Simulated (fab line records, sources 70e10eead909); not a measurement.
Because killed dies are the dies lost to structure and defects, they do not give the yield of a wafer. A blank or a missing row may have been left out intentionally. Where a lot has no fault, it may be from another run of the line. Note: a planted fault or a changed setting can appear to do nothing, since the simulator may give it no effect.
What tool caused it? :: flow nandHarc :: Sampling: 14 lots, 42 wafers, 4 of 1302 route steps

WHAT EACH GAUGE READ, for each wafer
The record lacks any reading of a measuring or inspecting step that a usual standard deviation could be used to judge.

WHAT TOOL EACH LOT RAN ON (gives the tool, then ch and the chambers of the sampled wafers, and finally the start)
lot: L568
NHARC_A_CONTACT_ETCH_78: rieDiel-13 ch 0,1, day 22 03:30 or earlier
NHARC_A_CONTACT_ETCH_128: harCapEtch-03 ch 0,1, day 22 03:30
NHARC_A_CONTACT_ETCH_131: harCapEtch-03 ch 0,1, day 22 04:01
NHARC_A_CONTACT_ETCH_91: rieDiel-11 ch 0,2,3, day 22 05:44

lot: L571
NHARC_A_CONTACT_ETCH_78: rieDiel-11 ch 0,1,3, day 23 00:11 or earlier
NHARC_A_CONTACT_ETCH_128: harCapEtch-03 ch 0,1, day 23 00:11
NHARC_A_CONTACT_ETCH_131: harCapEtch-03 ch 0,1, day 23 00:44
NHARC_A_CONTACT_ETCH_91: rieDiel-02 ch 1, day 23 01:52

lot: L570
NHARC_A_CONTACT_ETCH_78: rieDiel-13 ch 0,1, day 23 03:20 or earlier
NHARC_A_CONTACT_ETCH_128: harCapEtch-02 ch 0,1, day 23 03:20
NHARC_A_CONTACT_ETCH_131: harCapEtch-02 ch 0,1, day 23 04:02
NHARC_A_CONTACT_ETCH_91: rieDiel-11 ch 0,2,3, day 23 05:25

lot: L574
NHARC_A_CONTACT_ETCH_78: rieDiel-11 ch 1,2,3, day 25 03:55 or earlier
NHARC_A_CONTACT_ETCH_128: harCapEtch-02 ch 0,1, day 25 03:55
NHARC_A_CONTACT_ETCH_131: harCapEtch-02 ch 0,1, day 25 04:26
NHARC_A_CONTACT_ETCH_91: rieDiel-11 ch 0,3, day 25 05:36

lot: L576
NHARC_A_CONTACT_ETCH_78: rieDiel-11 ch 0,1, day 25 05:30 or earlier
NHARC_A_CONTACT_ETCH_128: harCapEtch-03 ch 0, day 25 05:30
NHARC_A_CONTACT_ETCH_131: harCapEtch-03 ch 0, day 25 06:01
NHARC_A_CONTACT_ETCH_91: rieDiel-02 ch 1,3, day 25 07:10

lot: L575
NHARC_A_CONTACT_ETCH_78: rieDiel-02 ch 2,3, day 25 20:52 or earlier
NHARC_A_CONTACT_ETCH_128: harCapEtch-01 ch 0,1, day 25 20:52
NHARC_A_CONTACT_ETCH_131: harCapEtch-01 ch 0,1, day 25 21:23
NHARC_A_CONTACT_ETCH_91: rieDiel-11 ch 2,3, day 25 22:32

lot: L577
NHARC_A_CONTACT_ETCH_78: rieDiel-11 ch 0,1,2, day 25 23:17 or earlier
NHARC_A_CONTACT_ETCH_128: harCapEtch-02 ch 0,1, day 25 23:17
NHARC_A_CONTACT_ETCH_131: harCapEtch-02 ch 0,1, day 25 23:49
NHARC_A_CONTACT_ETCH_91: rieDiel-11 ch 0,1,3, day 26 00:58

lot: L579
NHARC_A_CONTACT_ETCH_78: rieDiel-02 ch 0,1, day 26 00:22 or earlier
NHARC_A_CONTACT_ETCH_128: harCapEtch-01 ch 0,1, day 26 00:22
NHARC_A_CONTACT_ETCH_131: harCapEtch-01 ch 0,1, day 26 00:54
NHARC_A_CONTACT_ETCH_91: rieDiel-02 ch 0,1,2, day 26 01:59

lot: L578
NHARC_A_CONTACT_ETCH_78: rieDiel-11 ch 2,3, day 26 08:09 or earlier
NHARC_A_CONTACT_ETCH_128: harCapEtch-02 ch 0,1, day 26 08:09
NHARC_A_CONTACT_ETCH_131: harCapEtch-02 ch 0,1, day 26 08:41
NHARC_A_CONTACT_ETCH_91: rieDiel-02 ch 1,3, day 26 09:50

lot: L580
NHARC_A_CONTACT_ETCH_78: rieDiel-02 ch 0,1,3, day 26 17:49 or earlier
NHARC_A_CONTACT_ETCH_128: harCapEtch-02 ch 0,1, day 26 17:49
NHARC_A_CONTACT_ETCH_131: harCapEtch-02 ch 0,1, day 26 18:21
NHARC_A_CONTACT_ETCH_91: rieDiel-11 ch 0,1,2, day 26 19:26

lot: L581
NHARC_A_CONTACT_ETCH_78: rieDiel-11 ch 2,3, day 27 01:50 or earlier
NHARC_A_CONTACT_ETCH_128: harCapEtch-02 ch 0,1, day 27 01:50
NHARC_A_CONTACT_ETCH_131: harCapEtch-02 ch 0,1, day 27 02:22
NHARC_A_CONTACT_ETCH_91: rieDiel-11 ch 1,2, day 27 03:29

lot: L582
NHARC_A_CONTACT_ETCH_78: rieDiel-11 ch 1,3, day 27 17:50 or earlier
NHARC_A_CONTACT_ETCH_128: harCapEtch-03 ch 0,1, day 27 17:50
NHARC_A_CONTACT_ETCH_131: harCapEtch-03 ch 0,1, day 27 18:22
NHARC_A_CONTACT_ETCH_91: rieDiel-11 ch 2,3, day 27 19:31

lot: L583
NHARC_A_CONTACT_ETCH_78: rieDiel-02 ch 1,2, day 27 21:16 or earlier
NHARC_A_CONTACT_ETCH_128: harCapEtch-01 ch 0,1, day 27 21:16
NHARC_A_CONTACT_ETCH_131: harCapEtch-01 ch 0,1, day 27 21:49
NHARC_A_CONTACT_ETCH_91: rieDiel-11 ch 0,2,3, day 27 22:58

lot: L591
NHARC_A_CONTACT_ETCH_78: rieDiel-11 ch 1,2,3, day 30 19:30 or earlier
NHARC_A_CONTACT_ETCH_128: harCapEtch-01 ch 0,1, day 30 19:30
NHARC_A_CONTACT_ETCH_131: harCapEtch-01 ch 0,1, day 30 20:02
NHARC_A_CONTACT_ETCH_91: rieDiel-02 ch 1,2,3, day 30 21:10
- NHARC_A_CONTACT_ETCH_78: etches the open film in O2/COS, target depth 5300 nm, time 1378 s.
- NHARC_A_CONTACT_ETCH_128: etches the open film in C4F8/O2/Ar, time 197 s, target depth 1918 nm.
- NHARC_A_CONTACT_ETCH_131: etches the open film in C4F8/O2/Ar, time 197 s, target depth 1918 nm.
- NHARC_A_CONTACT_ETCH_91: etches the open film in CH3F/O2, target depth 40 nm, time 85.7 s.

AS READ BY THE TOOLS THEMSELVES (means over the sampled wafers that have a number; for cases with no such wafer, the mark the record gives instead)
NHARC_A_CONTACT_ETCH_78. Usual: drypumpMotorCurrentA 5.7 A, standard deviation 0.34; oesProductAu 0.992 a.u., standard deviation 0.01; rfVppV 314.9 V, standard deviation 2.2; showerheadPlenumPTorr 3.18 Torr, standard deviation 0.15; throttleValvePct 28.330 %, standard deviation 0.0097.
lot: L568
tool: rieDiel-13
drypumpMotorCurrentA (A): 5.9
oesProductAu (a.u.): 0.995
rfVppV (V): 316.5
showerheadPlenumPTorr (Torr): 3.29
throttleValvePct (%): 28.329
flag: 

lot: L571
tool: rieDiel-11
drypumpMotorCurrentA (A): 5.9
oesProductAu (a.u.): 0.993
rfVppV (V): 316.7
showerheadPlenumPTorr (Torr): 3.28
throttleValvePct (%): 28.333
flag: 

lot: L570
tool: rieDiel-13
drypumpMotorCurrentA (A): 5.9
oesProductAu (a.u.): 0.995
rfVppV (V): 316.4
showerheadPlenumPTorr (Torr): 3.29
throttleValvePct (%): 28.335
flag: 

lot: L574
tool: rieDiel-11
drypumpMotorCurrentA (A): 5.8
oesProductAu (a.u.): 0.980
rfVppV (V): 314.0
showerheadPlenumPTorr (Torr): 3.15
throttleValvePct (%): 28.337
flag: 

lot: L576
tool: rieDiel-11
drypumpMotorCurrentA (A): 5.8
oesProductAu (a.u.): 0.979
rfVppV (V): 318.1
showerheadPlenumPTorr (Torr): 3.36
throttleValvePct (%): 28.326
flag: 

lot: L575
tool: rieDiel-02
drypumpMotorCurrentA (A): 5.2
oesProductAu (a.u.): 0.991
rfVppV (V): 313.6
showerheadPlenumPTorr (Torr): 3.05
throttleValvePct (%): 28.335
flag: 

lot: L577
tool: rieDiel-11
drypumpMotorCurrentA (A): 5.8
oesProductAu (a.u.): 0.982
rfVppV (V): 316.4
showerheadPlenumPTorr (Torr): 3.22
throttleValvePct (%): 28.332
flag: 

lot: L579
tool: rieDiel-02
drypumpMotorCurrentA (A): 6.2
oesProductAu (a.u.): 1.004
rfVppV (V): 316.1
showerheadPlenumPTorr (Torr): 3.25
throttleValvePct (%): 28.335
flag: 

lot: L578
tool: rieDiel-11
drypumpMotorCurrentA (A): 5.8
oesProductAu (a.u.): 0.982
rfVppV (V): 312.9
showerheadPlenumPTorr (Torr): 3.01
throttleValvePct (%): 28.325
flag: 

lot: L580
tool: rieDiel-02
drypumpMotorCurrentA (A): 5.7
oesProductAu (a.u.): 0.992
rfVppV (V): 315.2
showerheadPlenumPTorr (Torr): 3.20
throttleValvePct (%): 28.325
flag: 

lot: L581
tool: rieDiel-11
drypumpMotorCurrentA (A): 5.8
oesProductAu (a.u.): 1.006
rfVppV (V): 312.7
showerheadPlenumPTorr (Torr): 3.01
throttleValvePct (%): 28.330
flag: 

lot: L582
tool: rieDiel-11
drypumpMotorCurrentA (A): 5.8
oesProductAu (a.u.): 0.994
rfVppV (V): 316.0
showerheadPlenumPTorr (Torr): 3.28
throttleValvePct (%): 28.319
flag: 

lot: L583
tool: rieDiel-02
drypumpMotorCurrentA (A): 5.4
oesProductAu (a.u.): 0.988
rfVppV (V): 313.4
showerheadPlenumPTorr (Torr): 3.13
throttleValvePct (%): 28.328
flag: 

lot: L591
tool: rieDiel-11
drypumpMotorCurrentA (A): 5.8
oesProductAu (a.u.): 0.985
rfVppV (V): 314.2
showerheadPlenumPTorr (Torr): 3.13
throttleValvePct (%): 28.328
flag: 

NHARC_A_CONTACT_ETCH_91. Usual: drypumpMotorCurrentA 5.7 A, standard deviation 0.31; oesProductAu 0.94 a.u., standard deviation 0.034; rfVppV 244.9 V, standard deviation 1.9; showerheadPlenumPTorr 2.51 Torr, standard deviation 0.12; throttleValvePct 20.664 %, standard deviation 0.0082.
lot: L568
tool: rieDiel-11
drypumpMotorCurrentA (A): 5.8
oesProductAu (a.u.): 0.92
rfVppV (V): 244.9
showerheadPlenumPTorr (Torr): 2.48
throttleValvePct (%): 20.670
flag: 

lot: L571
tool: rieDiel-02
drypumpMotorCurrentA (A): 5.7
oesProductAu (a.u.): 0.92
rfVppV (V): 245.4
showerheadPlenumPTorr (Torr): 2.64
throttleValvePct (%): 20.667
flag: 

lot: L570
tool: rieDiel-11
drypumpMotorCurrentA (A): 5.9
oesProductAu (a.u.): 0.92
rfVppV (V): 244.7
showerheadPlenumPTorr (Torr): 2.48
throttleValvePct (%): 20.666
flag: 

lot: L574
tool: rieDiel-11
drypumpMotorCurrentA (A): 5.9
oesProductAu (a.u.): 0.91
rfVppV (V): 244.6
showerheadPlenumPTorr (Torr): 2.52
throttleValvePct (%): 20.663
flag: 

lot: L576
tool: rieDiel-02
drypumpMotorCurrentA (A): 5.3
oesProductAu (a.u.): 0.98
rfVppV (V): 244.0
showerheadPlenumPTorr (Torr): 2.50
throttleValvePct (%): 20.663
flag: 

lot: L575
tool: rieDiel-11
drypumpMotorCurrentA (A): 5.8
oesProductAu (a.u.): 0.91
rfVppV (V): 244.0
showerheadPlenumPTorr (Torr): 2.41
throttleValvePct (%): 20.660
flag: 

lot: L577
tool: rieDiel-11
drypumpMotorCurrentA (A): 5.9
oesProductAu (a.u.): 0.92
rfVppV (V): 246.5
showerheadPlenumPTorr (Torr): 2.58
throttleValvePct (%): 20.670
flag: 

lot: L579
tool: rieDiel-02
drypumpMotorCurrentA (A): 5.8
oesProductAu (a.u.): 0.92
rfVppV (V): 244.9
showerheadPlenumPTorr (Torr): 2.52
throttleValvePct (%): 20.655
flag: 

lot: L578
tool: rieDiel-02
drypumpMotorCurrentA (A): 5.5
oesProductAu (a.u.): 0.99
rfVppV (V): 246.3
showerheadPlenumPTorr (Torr): 2.56
throttleValvePct (%): 20.664
flag: 

lot: L580
tool: rieDiel-11
drypumpMotorCurrentA (A): 5.8
oesProductAu (a.u.): 0.99
rfVppV (V): 245.0
showerheadPlenumPTorr (Torr): 2.54
throttleValvePct (%): 20.656
flag: 

lot: L581
tool: rieDiel-11
drypumpMotorCurrentA (A): 5.7
oesProductAu (a.u.): 0.91
rfVppV (V): 243.1
showerheadPlenumPTorr (Torr): 2.44
throttleValvePct (%): 20.662
flag: 

lot: L582
tool: rieDiel-11
drypumpMotorCurrentA (A): 5.8
oesProductAu (a.u.): 0.74
rfVppV (V): 243.2
showerheadPlenumPTorr (Torr): 2.37
throttleValvePct (%): 20.667
flag: OFF

lot: L583
tool: rieDiel-11
drypumpMotorCurrentA (A): 5.9
oesProductAu (a.u.): 0.75
rfVppV (V): 245.0
showerheadPlenumPTorr (Torr): 2.47
throttleValvePct (%): 20.657
flag: OFF

lot: L591
tool: rieDiel-02
drypumpMotorCurrentA (A): 5.4
oesProductAu (a.u.): 0.92
rfVppV (V): 244.2
showerheadPlenumPTorr (Torr): 2.47
throttleValvePct (%): 20.663
flag: 

THE ANSWER, worked out from the rows above alone
Rule: take the mean of a lot's wafers that have a number; if it is more than 3 standard deviations from the usual mean, the lot is off. A lot without any number at a reading at which 4 lots or more have one is off too. Where the step has rows for the other lots, those lots are counted as sound. First the gauges in route order, then the tools' own readings, where a lot's mean is used as printed above. At the first step where some lot is off, the reading lying furthest off is the one used; lots without a number count as furthest.
Off at NHARC_A_CONTACT_ETCH_91 (oesProductAu): L582, L583.
If a tool, at that step or one of the process steps before it, ran each lot that is off and ran no sound lot following the first of them, it fits. Because NHARC_A_CONTACT_ETCH_78 lacks a start for some lots, the hours and order of its lots are taken from NHARC_A_CONTACT_ETCH_128. One candidate fits, namely rieDiel-11 at NHARC_A_CONTACT_ETCH_91. Its last sound lot is L581 (day 27 03:29), its first lot that is off L582 (day 27 19:31): a fault that began between those two fits.
The tool's own readings at NHARC_A_CONTACT_ETCH_91 bear it out: on the lots that are off they differ by more than 5 times the standard deviation of the sound lots' means. oesProductAu reads 0.74 a.u. there against 0.93 a.u. on the sound lots.

WHAT HAD BEEN PUT IN BY THE SIMULATOR
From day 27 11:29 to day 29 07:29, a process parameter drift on rieDiel-11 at NHARC_A_CONTACT_ETCH_91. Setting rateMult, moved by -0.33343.
Struck lots among those shown: L582, L583. The same result came from the rule above.
